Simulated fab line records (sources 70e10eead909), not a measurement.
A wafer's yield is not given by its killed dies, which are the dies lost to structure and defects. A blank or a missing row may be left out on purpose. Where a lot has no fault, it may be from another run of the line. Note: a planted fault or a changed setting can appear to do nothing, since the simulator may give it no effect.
A struck lot beside a sound one / flow nand-harc / 13 steps out of a route of 1302
Sound: wafers L246.1, L246.3, L246.4. Struck: wafer L264.6 (L264.1, L264.3, from the same lot, were not struck and are left out); the cause is given at the end.
Per side, at each step with rows, come the tool, then ch with its chambers, and then its first start. Under that, the readings that differ: sound wafers / struck wafers / difference of the means / sigmas: that difference in standard deviations of wafers without a fault.
alike: a reading whose means differ by less than 2 such deviations, as well as words and numbers matching on both sides. not compared: withheld readings; readings where some wafer has no value; bounds like >300 that might hide an equal value; numbers whose values overlap and for which the record gives no deviation.
The two part at a step that has a row with sigmas, a row that says differs or no value, or rows on one side only. Numbers that have no deviation but don't overlap get no sigmas and don't part them. Lack of a reading on every wafer of one side parts them only where that side has two or more wafers.

NHARC_A_SOURCE_PLATE_THK_MEAS_09: measures by ellipsometry.
  sound: film-metro-02 at day 8 02:25; struck: film-metro-01 at day 15 12:38
  alike: thk-nm
then, 3 steps without rows for these wafers: NHARC_A_SOURCE_PLATE_PVD_04 (deposits WSi2, target thk 50 nm); NHARC_A_SOURCE_PLATE_CVD_03 (deposits poly-Si, target thk 200 nm, time 4000 s); NHARC_A_SOURCE_PLATE_ANNEAL_05 (time 1800 s).
NHARC_A_SOURCE_PLATE_THK_MEAS_06: measures by ellipsometry.
  sound: film-metro-01 at day 8 15:22; struck: film-metro-02 at day 16 01:11
  alike: thk-nm
NHARC_A_SOURCE_PLATE_INSPECT_08:
  sound: defect-inspect-02 at day 8 15:25; struck: defect-inspect-01 at day 16 01:17
  alike: raw-defect-count
then, no rows for these wafers at 1 step: NHARC_A_ONON_D1_DEP_00 (target thk 1000 nm).
NHARC_A_ONON_D1_THK_MEAS_02: measures by ellipsometry.
  sound: film-metro-01 at day 8 15:59; struck: film-metro-01 at day 16 01:52
  alike: thk-nm
then, no rows for these wafers at 1 step: NHARC_A_ONON_D1_DEP_03 (target thk 1000 nm).
NHARC_A_ONON_D1_THK_MEAS_05: measures by ellipsometry.
  sound: film-metro-01 at day 8 16:33; struck: film-metro-01 at day 16 02:26
  alike: thk-nm
NHARC_A_ONON_D1_DEP_06: target thk 1000 nm.
  sound on pecvd-onon-02 ch 0, day 8 16:37; struck on pecvd-onon-01 ch 0, day 16 02:29
NHARC_A_ONON_D1_THK_MEAS_08: measures by ellipsometry.
  sound: film-metro-01 at day 8 17:07; struck: film-metro-01 at day 16 03:00
reading=thk-nm (nm); sound=996 996 997; struck=926; difference=-70; sigmas=-6
then, no rows for these wafers at 1 step: NHARC_A_ONON_D1_DEP_09 (target thk 1000 nm).

## WHERE THEY PART
Within this record, at NHARC_A_ONON_D1_THK_MEAS_08 only.

WHY: what the simulator had put in
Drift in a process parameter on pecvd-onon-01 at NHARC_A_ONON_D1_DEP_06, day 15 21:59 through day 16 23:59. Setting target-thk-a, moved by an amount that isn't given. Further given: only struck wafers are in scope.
